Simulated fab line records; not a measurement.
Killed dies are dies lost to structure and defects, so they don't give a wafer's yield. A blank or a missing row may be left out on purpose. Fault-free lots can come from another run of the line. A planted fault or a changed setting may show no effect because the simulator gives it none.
Chamber matching ; flow nand-harc ; ald-metal-04 running NHARC_A_CONTACT_ALD_18: 4 sister chambers
The step deposits TiN, target thk 3 nm, pulse time 1 s, ald cycles 150. 4 wafers are shown with their chamber, then 7 later ones without.

## EACH WAFER AND ITS CHAMBER
wafer;chamber;heater-power-w (W)
L087.2;3;997
L087.3;0;1064
L090.2;2;1128
L090.4;1;886

## WAFERS WITHOUT THEIR CHAMBER
wafer;heater-power-w (W)
L090.5;993
L093.1;1067
L093.3;905
L093.4;1148
L096.1;1010
L096.2;920
L096.3;1178

## THE CHAMBER EACH PASSED THROUGH
wafer;from the rows above;in truth
L090.5;3;3
L093.1;0;0
L093.3;1;1
L093.4;2;2
L096.1;can't be placed: 3 or 0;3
L096.2;can't be placed: 1 or 3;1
L096.3;2;2
Correctly placed: 5 of 7. These rows do not allow placing 2 (true chamber among the candidates in 2). Wrongly placed: 0.
How it was worked out, from the rows above alone: a wafer's distance from a chamber is the root of the sum, over the readings, of the square of ((its reading less the chamber's mean) divided by the reading's scatter). If the next closest chamber is less than 2 further off than the closest, the wafer can't be placed; otherwise it belongs to the closest. A chamber's mean is the mean of its shown wafers. The scatter (one wafer shown for each chamber): square how far every hidden wafer sits from the nearest shown wafer, average those squares and take the square root.
